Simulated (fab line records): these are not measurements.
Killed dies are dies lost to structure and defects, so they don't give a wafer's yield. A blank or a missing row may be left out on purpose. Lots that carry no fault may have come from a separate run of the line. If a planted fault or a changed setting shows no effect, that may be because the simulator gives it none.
Which tool was responsible? :: flow nandHarc :: 14 lots with 42 wafers sampled at 5 steps, on a route of 1159 steps

== WHAT THE GAUGES SHOWED, per wafer ==
NHARC_A_M0_CD_MEAS_16.
lot: L188
measured: day 17 14:46
on: cdSem-02
cdNm (nm): 78.6 80.0 78.5

lot: L190
measured: day 18 00:26
on: cdSem-02
cdNm (nm): 82.4 82.6 83.1

lot: L191
measured: day 18 11:35
on: cdSem-01
cdNm (nm): 82.2 80.2 81.0

lot: L193
measured: day 19 08:51
on: cdSem-01
cdNm (nm): 82.5 82.0 83.5

lot: L196
measured: day 19 13:13
on: cdSem-02
cdNm (nm): 78.0 79.4 78.8

lot: L195
measured: day 19 14:21
on: cdSem-01
cdNm (nm): 77.9 79.6 78.8

lot: L197
measured: day 19 22:19
on: cdSem-03
cdNm (nm): 81.9 82.3 82.9

lot: L198
measured: day 20 14:32
on: cdSem-03
cdNm (nm): 79.4 79.8 80.1

lot: L199
measured: day 20 20:14
on: cdSem-03
cdNm (nm): 80.2 78.1 79.0

lot: L206
measured: day 22 06:13
on: cdSem-01
cdNm (nm): 80.2 80.2 80.7

lot: L209
measured: day 22 14:46
on: cdSem-03
cdNm (nm): 79.7 82.2 82.1

lot: L207
measured: day 23 00:09
on: cdSem-01
cdNm (nm): 80.2 80.5 80.6

lot: L208
measured: day 23 00:38
on: cdSem-03
cdNm (nm): 78.7 78.7 79.8

lot: L210
measured: day 23 08:22
on: cdSem-02
cdNm (nm): 80.5 80.5 82.1

NHARC_END_SORT_01.
lot: L199
measured: day 22 12:07
on: prober-01
killedAtArray: 72 102 61
killedAtOther: 0 1 1
killedAtPeriphery: 4 3 4
killedDies: 76 106 66
killedOpen: 3 3 3
killedShort: 3 7 0

lot: L206
measured: day 24 21:11
on: prober-01
killedAtArray: 98 64 94
killedAtOther: 0 0 0
killedAtPeriphery: 2 1 2
killedDies: 100 65 96
killedOpen: 1 4 2
killedShort: 5 1 2

== EACH LOT AND THE TOOL THAT RAN IT (in order: tool; ch and the chambers of the sampled wafers; start) ==
lot: L188
NHARC_A_BLC_ETCH_18: rieDiel-08 ch 1,2,3, day 17 08:20 or earlier
NHARC_A_BLC_STRIP_22: wetBench-06 ch 2,4,5, day 17 08:20
NHARC_A_BLC_PVD_32: pvdSputter-01, day 17 14:46 or earlier

lot: L190
NHARC_A_BLC_ETCH_18: rieDiel-06 ch 1,2,3, day 17 15:34 or earlier
NHARC_A_BLC_STRIP_22: wetBench-06 ch 1,4,5, day 17 15:34
NHARC_A_BLC_PVD_32: pvdSputter-03, day 18 00:26 or earlier

lot: L191
NHARC_A_BLC_ETCH_18: rieDiel-08 ch 0,2, day 18 08:28 or earlier
NHARC_A_BLC_STRIP_22: wetBench-01 ch 1,3,7, day 18 08:28
NHARC_A_BLC_PVD_32: pvdSputter-03, day 18 11:35 or earlier

lot: L193
NHARC_A_BLC_ETCH_18: rieDiel-06 ch 1,2, day 19 02:39 or earlier
NHARC_A_BLC_STRIP_22: wetBench-06 ch 0,5,6, day 19 02:39
NHARC_A_BLC_PVD_32: pvdSputter-03, day 19 08:51 or earlier

lot: L196
NHARC_A_BLC_ETCH_18: rieDiel-06 ch 0,1,3, day 19 10:16 or earlier
NHARC_A_BLC_STRIP_22: wetBench-06 ch 1,2,7, day 19 10:16
NHARC_A_BLC_PVD_32: pvdSputter-02, day 19 13:13 or earlier

lot: L195
NHARC_A_BLC_ETCH_18: rieDiel-08 ch 1,2,3, day 19 11:17 or earlier
NHARC_A_BLC_STRIP_22: wetBench-06 ch 3,4,6, day 19 11:17
NHARC_A_BLC_PVD_32: pvdSputter-01, day 19 14:21 or earlier

lot: L197
NHARC_A_BLC_ETCH_18: rieDiel-06 ch 0,3, day 19 17:38 or earlier
NHARC_A_BLC_STRIP_22: wetBench-01 ch 2,3,5, day 19 17:38
NHARC_A_BLC_PVD_32: pvdSputter-03, day 19 22:19 or earlier

lot: L198
NHARC_A_BLC_ETCH_18: rieDiel-06 ch 0,1, day 20 05:42 or earlier
NHARC_A_BLC_STRIP_22: wetBench-01 ch 0,4,7, day 20 05:42
NHARC_A_BLC_PVD_32: pvdSputter-01, day 20 14:32 or earlier

lot: L199
NHARC_A_BLC_ETCH_18: rieDiel-08 ch 1,3, day 20 09:19 or earlier
NHARC_A_BLC_STRIP_22: wetBench-01 ch 4,6,7, day 20 09:19
NHARC_A_BLC_PVD_32: pvdSputter-02, day 20 20:14 or earlier

lot: L206
NHARC_A_BLC_ETCH_18: rieDiel-06 ch 0,3, day 22 01:13 or earlier
NHARC_A_BLC_STRIP_22: wetBench-01 ch 1,3,7, day 22 01:13
NHARC_A_BLC_PVD_32: pvdSputter-02, day 22 06:13 or earlier

lot: L209
NHARC_A_BLC_ETCH_18: rieDiel-06 ch 2,3, day 22 10:23 or earlier
NHARC_A_BLC_STRIP_22: wetBench-06 ch 2,5,6, day 22 10:23
NHARC_A_BLC_PVD_32: pvdSputter-03, day 22 14:46 or earlier

lot: L207
NHARC_A_BLC_ETCH_18: rieDiel-02 ch 0,1,3, day 22 13:24 or earlier
NHARC_A_BLC_STRIP_22: wetBench-02 ch 1,6,7, day 22 13:24
NHARC_A_BLC_PVD_32: pvdSputter-02, day 23 00:09 or earlier

lot: L208
NHARC_A_BLC_ETCH_18: rieDiel-08 ch 0,1, day 22 17:26 or earlier
NHARC_A_BLC_STRIP_22: wetBench-06 ch 0,1,2, day 22 17:26
NHARC_A_BLC_PVD_32: pvdSputter-03, day 23 00:38 or earlier

lot: L210
NHARC_A_BLC_ETCH_18: rieDiel-08 ch 0,2,3, day 23 05:19 or earlier
NHARC_A_BLC_STRIP_22: wetBench-06 ch 0,4,5, day 23 05:19
NHARC_A_BLC_PVD_32: pvdSputter-01, day 23 08:22 or earlier
- NHARC_A_BLC_ETCH_18: etches the open film in C4F8/O2/Ar, target depth 910 nm.
- NHARC_A_BLC_STRIP_22: strips in post etch residue remover, time 600 s.
- NHARC_A_BLC_PVD_32: deposits Ti, target thk 5 nm, time 17.7 s.

== WHAT THE TOOLS THEMSELVES READ (means of the sampled wafers that have a number; where no wafer has one, the mark that the record gives instead) ==
NHARC_A_BLC_ETCH_18.
lot: L188
tool: rieDiel-08
oesProductAu (a.u.): 0.919
rfVppV (V): 980

lot: L190
tool: rieDiel-06
oesProductAu (a.u.): 0.930
rfVppV (V): 978

lot: L191
tool: rieDiel-08
oesProductAu (a.u.): 0.973
rfVppV (V): 980

lot: L193
tool: rieDiel-06
oesProductAu (a.u.): 0.977
rfVppV (V): 975

lot: L196
tool: rieDiel-06
oesProductAu (a.u.): 0.961
rfVppV (V): 977

lot: L195
tool: rieDiel-08
oesProductAu (a.u.): 0.916
rfVppV (V): 979

lot: L197
tool: rieDiel-06
oesProductAu (a.u.): 0.957
rfVppV (V): 982

lot: L198
tool: rieDiel-06
oesProductAu (a.u.): 0.964
rfVppV (V): 974

lot: L199
tool: rieDiel-08
oesProductAu (a.u.): 0.962
rfVppV (V): 974

lot: L206
tool: rieDiel-06
oesProductAu (a.u.): 0.944
rfVppV (V): 983

lot: L209
tool: rieDiel-06
oesProductAu (a.u.): 0.924
rfVppV (V): 982

lot: L207
tool: rieDiel-02
oesProductAu (a.u.): 0.943
rfVppV (V): 976

lot: L208
tool: rieDiel-08
oesProductAu (a.u.): 0.954
rfVppV (V): 971

lot: L210
tool: rieDiel-08
oesProductAu (a.u.): 0.963
rfVppV (V): 980

NHARC_A_BLC_PVD_32.
lot: L188
tool: pvdSputter-01
throttleValvePct (%): 31.0

lot: L190
tool: pvdSputter-03
throttleValvePct (%): 29.8

lot: L191
tool: pvdSputter-03
throttleValvePct (%): 29.8

lot: L193
tool: pvdSputter-03
throttleValvePct (%): 30.2

lot: L196
tool: pvdSputter-02
throttleValvePct (%): 29.9

lot: L195
tool: pvdSputter-01
throttleValvePct (%): 31.1

lot: L197
tool: pvdSputter-03
throttleValvePct (%): 29.9

lot: L198
tool: pvdSputter-01
throttleValvePct (%): 31.3

lot: L199
tool: pvdSputter-02
throttleValvePct (%): 29.9

lot: L206
tool: pvdSputter-02
throttleValvePct (%): 30.8

lot: L209
tool: pvdSputter-03
throttleValvePct (%): 29.9

lot: L207
tool: pvdSputter-02
throttleValvePct (%): 30.3

lot: L208
tool: pvdSputter-03
throttleValvePct (%): 29.7

lot: L210
tool: pvdSputter-01
throttleValvePct (%): 31.0

== THE ANSWER, worked out from the rows above alone ==
Rule: what is usual is taken from the lots themselves. The widest of any qualifying gaps counts: lots, ordered by their means at a reading, are off when they make up no more than a third of the lots, leave a main group of 4 or more, and stand apart from it by 3 or more times the standard deviation of that group's means. If all means in a main group match to the digits the tables above print for the reading, that group is not used. A lot without any number at a reading at which 4 lots or more have one is off too. The other lots that the step has rows for count as sound. After the gauges, taken in route order, come the tools' own readings; for these a lot's mean is taken, as printed above. The first step at which some lot is off is used, and at that step the reading that is off furthest; a lot without a number counts as furthest.
No lot is off on any of the readings shown, so nothing can be concluded from this.

== WHAT THE SIMULATOR PUT IN ==
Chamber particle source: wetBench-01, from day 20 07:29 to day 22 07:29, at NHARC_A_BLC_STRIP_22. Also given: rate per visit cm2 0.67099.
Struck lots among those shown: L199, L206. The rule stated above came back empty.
